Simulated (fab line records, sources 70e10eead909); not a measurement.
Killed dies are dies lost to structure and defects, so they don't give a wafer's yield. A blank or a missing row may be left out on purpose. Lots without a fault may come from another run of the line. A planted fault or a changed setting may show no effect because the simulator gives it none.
Which tool did it? | flow nand_harc | 24 lots, 72 wafers sampled, at 4 steps of a route of 1302

WHAT THE GAUGES READ, wafer by wafer
NHARC_A_STAIRCASE_INSPECT_155. Usual: raw_defect_count 410, standard deviation 110.
lot  | measured     | on                | raw_defect_count | flag
L074 | day 18 21:50 | defect_inspect-02 | 570 503 498      |
L075 | day 19 16:05 | defect_inspect-01 | 369 515 380      |
L077 | day 20 01:46 | defect_inspect-01 | 359 463 362      |
L076 | day 20 01:15 | defect_inspect-01 | 357 279 539      |
L078 | day 20 20:33 | defect_inspect-02 | 427 437 530      |
L079 | day 21 05:08 | defect_inspect-02 | 443 325 346      |
L080 | day 21 21:23 | defect_inspect-02 | 541 734 813      |
L081 | day 21 22:04 | defect_inspect-01 | 599 374 643      |
L082 | day 22 19:34 | defect_inspect-01 | 570 488 471      |
L083 | day 23 04:45 | defect_inspect-02 | 421 466 494      |
L084 | day 23 04:36 | defect_inspect-02 | 269 376 393      |
L086 | day 24 02:03 | defect_inspect-02 | 399 298 375      |
L085 | day 24 02:17 | defect_inspect-01 | 314 212 251      |
L087 | day 25 03:53 | defect_inspect-01 | 282 413 489      |
L088 | day 25 03:23 | defect_inspect-02 | 250 379 377      |
L089 | day 25 07:36 | defect_inspect-02 | 497 470 348      |
L090 | day 25 23:39 | defect_inspect-02 | 460 385 596      |
L091 | day 25 23:42 | defect_inspect-01 | 235 351 429      |
L092 | day 26 09:50 | defect_inspect-01 | 238 367 289      |
L093 | day 26 09:25 | defect_inspect-01 | 336 360 323      |
L094 | day 27 10:11 | defect_inspect-02 | 286 261 309      |
L095 | day 28 03:28 | defect_inspect-02 | 231 242 291      |
L096 | day 28 16:02 | defect_inspect-01 | 436 475 413      |
L097 | day 28 23:22 | defect_inspect-02 | 656 666 522      |

WHICH TOOL RAN EACH LOT (tool, then ch and the chambers of the sampled wafers, then the start)
lot  | NHARC_A_STAIRCASE_DEP_325       | NHARC_A_STAIRCASE_STRIP_446          | NHARC_A_STAIRCASE_STRIP_475
L074 | pecvd-03 ch 0,1,2, day 18 03:28 | plasma_asher-01 ch 0,1, day 18 19:14 | rie_diel-02 ch 0,1,2, day 18 21:50 or earlier
L075 | pecvd-01 ch 0,1,2, day 18 21:19 | plasma_asher-01 ch 0,1, day 19 13:35 | rie_diel-09 ch 0,1, day 19 16:05 or earlier
L077 | pecvd-02 ch 0,2, day 19 09:42   | plasma_asher-02 ch 0,1, day 19 22:47 | rie_diel-12 ch 2,3, day 20 01:04
L076 | pecvd-01 ch 1,2, day 19 09:46   | plasma_asher-01 ch 0,1, day 19 22:43 | rie_diel-02 ch 0,2,3, day 20 01:15 or earlier
L078 | pecvd-03 ch 0,1,2, day 20 05:09 | plasma_asher-01 ch 0,1, day 20 18:06 | rie_diel-02 ch 0,3, day 20 20:33 or earlier
L079 | pecvd-02 ch 0,1,2, day 20 12:26 | plasma_asher-01 ch 1, day 21 02:28   | rie_diel-09 ch 0,1,3, day 21 04:26
L080 | pecvd-02 ch 1,2, day 21 03:55   | plasma_asher-01 ch 0,1, day 21 18:46 | rie_diel-02 ch 2,3, day 21 21:23 or earlier
L081 | pecvd-01 ch 0,1,2, day 21 03:56 | plasma_asher-02 ch 0,1, day 21 19:30 | rie_diel-12 ch 0,1, day 21 22:04 or earlier
L082 | pecvd-02 ch 1,2, day 22 02:23   | plasma_asher-02 ch 0,1, day 22 17:02 | rie_diel-02 ch 1,2, day 22 19:34 or earlier
L083 | pecvd-03 ch 0,1,2, day 22 12:50 | plasma_asher-02 ch 0,1, day 23 01:09 | rie_diel-02 ch 1,2,3, day 23 04:45 or earlier
L084 | pecvd-02 ch 0,2, day 22 12:50   | plasma_asher-01 ch 0,1, day 23 00:59 | rie_diel-02 ch 0,1,3, day 23 04:36 or earlier
L086 | pecvd-02 ch 0,1,2, day 23 07:38 | plasma_asher-02 ch 0,1, day 23 23:26 | rie_diel-02 ch 0,1,3, day 24 02:03 or earlier
L085 | pecvd-01 ch 0,1,2, day 23 07:44 | plasma_asher-01 ch 0,1, day 23 23:36 | rie_diel-09 ch 1,2,3, day 24 02:17 or earlier
L087 | pecvd-02 ch 0,2, day 24 07:25   | plasma_asher-02 ch 0,1, day 25 00:15 | rie_diel-12 ch 0,2,3, day 25 03:10
L088 | pecvd-01 ch 0,1,2, day 24 07:28 | plasma_asher-01 ch 0,1, day 24 23:41 | rie_diel-12 ch 2,3, day 25 02:40
L089 | pecvd-02 ch 0,1,2, day 24 15:04 | plasma_asher-02 ch 0,1, day 25 04:59 | rie_diel-12 ch 0,3, day 25 06:53
L090 | pecvd-03 ch 0,1,2, day 25 05:41 | plasma_asher-02 ch 0,1, day 25 21:03 | rie_diel-09 ch 0,2, day 25 23:39 or earlier
L091 | pecvd-01 ch 0,1,2, day 25 11:32 | plasma_asher-01 ch 0,1, day 25 21:10 | rie_diel-12 ch 1,2,3, day 25 23:42 or earlier
L092 | pecvd-03 ch 0,1,2, day 25 18:08 | plasma_asher-01 ch 0,1, day 26 07:05 | rie_diel-12 ch 0,1,2, day 26 09:50 or earlier
L093 | pecvd-01 ch 0,1, day 25 18:20   | plasma_asher-01 ch 0, day 26 06:48   | rie_diel-12 ch 0,3, day 26 09:25 or earlier
L094 | pecvd-03 ch 0,1, day 26 18:29   | plasma_asher-02 ch 0,1, day 27 07:41 | rie_diel-12 ch 2,3, day 27 10:11 or earlier
L095 | pecvd-02 ch 0,1,2, day 27 12:06 | plasma_asher-02 ch 0,1, day 28 00:47 | rie_diel-02 ch 0,1,2, day 28 03:28 or earlier
L096 | pecvd-02 ch 0,1, day 27 23:50   | plasma_asher-01 ch 0,1, day 28 13:29 | rie_diel-09 ch 1,3, day 28 16:02 or earlier
L097 | pecvd-01 ch 0,1,2, day 28 07:10 | plasma_asher-02 ch 0,1, day 28 20:54 | rie_diel-12 ch 0,1,2, day 28 23:22 or earlier
- NHARC_A_STAIRCASE_DEP_325: deposits SiO2, target thk 7200 nm.
- NHARC_A_STAIRCASE_STRIP_446: strips in O2.
- NHARC_A_STAIRCASE_STRIP_475: strips in O2, time 20 s.

WHAT THE TOOLS THEMSELVES READ (means of the sampled wafers that have a number; where no wafer has one, the mark that the record gives instead)
NHARC_A_STAIRCASE_DEP_325. Usual: heater_power_outer_w 361 W, standard deviation 53; heater_power_w 637 W, standard deviation 62.
lot  | tool     | heater_power_outer_w (W) | heater_power_w (W) | flag
L074 | pecvd-03 | 364                      | 646                |
L075 | pecvd-01 | 329                      | 566                |
L077 | pecvd-02 | 298                      | 578                |
L076 | pecvd-01 | 330                      | 568                |
L078 | pecvd-03 | 328                      | 604                |
L079 | pecvd-02 | 354                      | 644                |
L080 | pecvd-02 | 321                      | 598                |
L081 | pecvd-01 | 353                      | 597                |
L082 | pecvd-02 | 375                      | 667                |
L083 | pecvd-03 | 336                      | 612                |
L084 | pecvd-02 | 356                      | 653                |
L086 | pecvd-02 | 329                      | 600                |
L085 | pecvd-01 | 400                      | 674                |
L087 | pecvd-02 | 311                      | 597                |
L088 | pecvd-01 | 377                      | 632                |
L089 | pecvd-02 | 368                      | 665                |
L090 | pecvd-03 | 370                      | 653                |
L091 | pecvd-01 | 364                      | 640                |
L092 | pecvd-03 | 431                      | 725                |
L093 | pecvd-01 | 359                      | 620                |
L094 | pecvd-03 | 391                      | 675                |
L095 | pecvd-02 | 346                      | 629                |
L096 | pecvd-02 | 378                      | 641                |
L097 | pecvd-01 | 345                      | 599                |

NHARC_A_STAIRCASE_STRIP_446. Usual: drypump_motor_current_A 5.8 A, standard deviation 0.41; heater_power_w 331 W, standard deviation 21.
lot  | tool            | drypump_motor_current_A (A) | heater_power_w (W) | flag
L074 | plasma_asher-01 | 5.4                         | 352                |
L075 | plasma_asher-01 | 5.6                         | 355                |
L077 | plasma_asher-02 | 6.2                         | 310                |
L076 | plasma_asher-01 | 5.4                         | 354                |
L078 | plasma_asher-01 | 5.6                         | 355                |
L079 | plasma_asher-01 | 5.2                         | 353                |
L080 | plasma_asher-01 | 5.4                         | 350                |
L081 | plasma_asher-02 | 6.1                         | 310                |
L082 | plasma_asher-02 | 6.1                         | 310                |
L083 | plasma_asher-02 | 6.2                         | 306                |
L084 | plasma_asher-01 | 5.6                         | 338                |
L086 | plasma_asher-02 | 6.1                         | 306                |
L085 | plasma_asher-01 | 5.6                         | 340                |
L087 | plasma_asher-02 | 6.1                         | 310                |
L088 | plasma_asher-01 | 5.6                         | 345                |
L089 | plasma_asher-02 | 6.1                         | 306                |
L090 | plasma_asher-02 | 6.2                         | 307                |
L091 | plasma_asher-01 | 5.6                         | 340                |
L092 | plasma_asher-01 | 5.4                         | 346                |
L093 | plasma_asher-01 | 5.8                         | 333                |
L094 | plasma_asher-02 | 6.2                         | 312                |
L095 | plasma_asher-02 | 6.1                         | 319                |
L096 | plasma_asher-01 | 5.6                         | 343                |
L097 | plasma_asher-02 | 6.2                         | 310                |

NHARC_A_STAIRCASE_STRIP_475. Usual: drypump_motor_current_A 5.80 A, standard deviation 0.26; o2_flow_sccm 499.9 sccm, standard deviation 1.5; oes_product_au 1.000 a.u., standard deviation 0.0099; rf_vpp_V 57.9 V, standard deviation 0.89; showerhead_plenum_p_Torr 3.58 Torr, standard deviation 0.13; throttle_valve_pct 17.035 %, standard deviation 0.0092.
lot  | tool        | drypump_motor_current_A (A) | o2_flow_sccm (sccm) | oes_product_au (a.u.) | rf_vpp_V (V) | showerhead_plenum_p_Torr (Torr) | throttle_valve_pct (%) | flag
L074 | rie_diel-02 | 5.85                        | 500.9               | 0.990                 | 57.1         | 3.51                            | 17.035                 |
L075 | rie_diel-09 | 5.94                        | 497.7               | 1.009                 | 57.3         | 3.57                            | 17.032                 |
L077 | rie_diel-12 | 5.73                        | 500.1               | 1.000                 | 58.0         | 3.68                            | 17.033                 |
L076 | rie_diel-02 | 5.73                        | 501.5               | 0.996                 | 58.4         | 3.61                            | 17.037                 |
L078 | rie_diel-02 | 5.56                        | 500.8               | 1.006                 | 57.7         | 3.67                            | 17.038                 |
L079 | rie_diel-09 | 5.91                        | 500.7               | 1.006                 | 56.9         | 3.60                            | 17.041                 |
L080 | rie_diel-02 | 5.61                        | 499.8               | 1.001                 | 58.0         | 3.50                            | 17.040                 |
L081 | rie_diel-12 | 5.81                        | 498.6               | 0.998                 | 58.7         | 3.56                            | 17.035                 |
L082 | rie_diel-02 | 5.72                        | 499.2               | 1.001                 | 58.1         | 3.40                            | 17.030                 |
L083 | rie_diel-02 | 5.56                        | 500.1               | 1.004                 | 57.5         | 3.46                            | 17.040                 |
L084 | rie_diel-02 | 5.69                        | 500.7               | 1.001                 | 59.2         | 3.56                            | 17.044                 |
L086 | rie_diel-02 | 5.69                        | 500.5               | 0.993                 | 57.8         | 3.56                            | 17.031                 |
L085 | rie_diel-09 | 6.08                        | 499.7               | 1.002                 | 58.1         | 3.56                            | 17.033                 |
L087 | rie_diel-12 | 5.76                        | 498.7               | 0.994                 | 57.8         | 3.63                            | 17.031                 |
L088 | rie_diel-12 | 5.81                        | 499.7               | 0.987                 | 58.4         | 3.72                            | 17.037                 |
L089 | rie_diel-12 | 5.84                        | 502.9               | 0.985                 | 58.0         | 3.70                            | 17.045                 |
L090 | rie_diel-09 | 6.15                        | 498.9               | 1.002                 | 57.4         | 3.58                            | 17.032                 |
L091 | rie_diel-12 | 5.80                        | 498.1               | 1.002                 | 57.9         | 3.63                            | 17.030                 |
L092 | rie_diel-12 | 5.74                        | 499.3               | 1.006                 | 58.4         | 3.55                            | 17.031                 |
L093 | rie_diel-12 | 5.84                        | 499.1               | 0.987                 | 58.0         | 3.69                            | 17.030                 |
L094 | rie_diel-12 | 5.81                        | 499.1               | 0.982                 | 58.0         | 3.71                            | 17.038                 |
L095 | rie_diel-02 | 5.86                        | 501.1               | 1.009                 | 58.9         | 3.47                            | 17.031                 |
L096 | rie_diel-09 | 5.86                        | 500.1               | 1.007                 | 57.4         | 3.50                            | 17.030                 |
L097 | rie_diel-12 | 5.73                        | 500.7               | 1.002                 | 58.3         | 3.54                            | 17.036                 |

THE ANSWER, worked out from the rows above alone
Rule: a lot is off if the mean of its wafers that have a number lies more than 3 standard deviations from the usual mean. A lot without any number at a reading at which 4 lots or more have one is off too. The other lots that the step has rows for count as sound. The gauges are gone through in route order, then the tools' own readings, and for those a lot's mean is taken as printed above. The first step at which some lot is off is used, and at that step the reading that is off furthest; a lot without a number counts as furthest.
No lot is off at any reading shown: from this, nothing can be told.

WHAT THE SIMULATOR HAD PUT IN
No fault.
